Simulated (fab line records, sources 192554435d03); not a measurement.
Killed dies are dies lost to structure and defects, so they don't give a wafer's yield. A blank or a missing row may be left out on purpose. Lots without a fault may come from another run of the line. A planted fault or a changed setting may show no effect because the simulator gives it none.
Split-lot experiment | flow n5_finfet | 7 lots, 18 wafers read, on a route of 1938 steps

THE SPLIT
At N5_BEOL_M3_SPUTTER_81 (material Cu, target thk 4.5 nm, time 8.29 s), the setting time_s was moved away from the recipe's 8.29 s on 4 of the 18 wafers read, by -12.1% to +10.4%. The other wafers ran this setting at the recipe's value.

The reading is taken at the split's own step.

THE READING
Cu_of_BEOL_M3_SPUTTER_81.thk_nm (the simulator's own value, which no gauge read), in nm, at N5_BEOL_M3_SPUTTER_81 (material Cu, target thk 4.5 nm, time 8.29 s). The file gives no usual value for it. The 14 wafers here that ran the recipe average 4.4 nm, standard deviation 0.15 nm.

wafer  | tool, chamber at the split | time_s as run, s | against the recipe | Cu_of_BEOL_M3_SPUTTER_81.thk_nm, nm | against lot-mates on the recipe
L076.1 | pvd_sputter-03, -          | 8.29             | recipe             | 4.4                                 | -
L076.4 | pvd_sputter-03, -          | 8.29             | recipe             | 4.4                                 | -
L076.6 | pvd_sputter-03, -          | 8.29             | recipe             | 4.4                                 | -
L077.4 | pvd_sputter-02, -          | 8.29             | recipe             | 4.2                                 | -
L077.5 | pvd_sputter-02, -          | 8.29             | recipe             | 4.2                                 | -
L077.6 | pvd_sputter-02, -          | 8.29             | recipe             | 4.2                                 | -
L078.1 | pvd_sputter-01, -          | 8.29             | recipe             | 4.6                                 | -
L078.5 | pvd_sputter-01, -          | 8.864            | +6.9%              | 4.8                                 | +0.2
L083.2 | pvd_sputter-01, -          | 8.29             | recipe             | 4.6                                 | -
L083.4 | pvd_sputter-01, -          | 8.29             | recipe             | 4.6                                 | -
L083.6 | pvd_sputter-01, -          | 8.29             | recipe             | 4.6                                 | -
L089.2 | pvd_sputter-03, -          | 7.284            | -12.1%             | 4                                   | -0.6
L089.6 | pvd_sputter-03, -          | 8.29             | recipe             | 4.6                                 | -
L090.1 | pvd_sputter-01, -          | 8.29             | recipe             | 4.4                                 | -
L090.3 | pvd_sputter-01, -          | 8.29             | recipe             | 4.4                                 | -
L090.5 | pvd_sputter-01, -          | 9.15             | +10.4%             | 5                                   | +0.6
L096.5 | pvd_sputter-03, -          | 8.29             | recipe             | 4.6                                 | -
L096.6 | pvd_sputter-03, -          | 7.941            | -4.2%              | 4.2                                 | -0.4

THE FIT
A straight line over all 18 wafers: Cu_of_BEOL_M3_SPUTTER_81.thk_nm changes by +0.0457 nm for each +1% of time_s; r = +0.81; the points scatter about the line by 0.15 nm.
The same after taking each lot's own level away (the mean of its wafers on the recipe; 18 wafers): +0.0517 nm for each +1%; r = +0.97; scatter 0.061 nm.
On that fit, the largest move of time_s shifts the reading by 0.63 nm.
The lots' own levels span 4.20 to 4.60 nm, that is 2.6 times the standard deviation above.
So the lot-to-lot level changes the slope: the two fits differ.
Check: with one of the wafers moved furthest among these (-12.1%) left out of the fit, the line predicts -0.687 nm for it against its lot-mates. It came out at -0.6 nm against them.

OTHER SPLITS ON THESE WAFERS
These wafers also went through other splits before the reading. Each is held against what the fit with the lots' levels taken away leaves over:
other split on the same wafers     | wafers away from the commonest value | r with Cu_of_BEOL_M3_SPUTTER_81.thk_nm (lot level and that fit taken away)
N5_BEOL_M0_SAQP_EXPOSE_11 dose_mj  | 7                                    | +0.04
N5_BEOL_M0_SAQP_ETCH_107 source_w  | 8                                    | -0.01
N5_BEOL_M0_SAQP_COAT_87 spin_rpm   | 5                                    | +0.15
N5_BEOL_M1_COAT_05 spin_rpm        | 6                                    | +0.36
N5_BEOL_M1_ETCH_64 bias_w          | 5                                    | +0.04
N5_BEOL_M2_TRENCH_ETCH_37 source_w | 6                                    | -0.46

THE FILE'S OWN FIT
Cu_of_BEOL_M3_SPUTTER_81.thk_nm changes by +0.0523 nm for each +1% of time_s, r = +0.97.
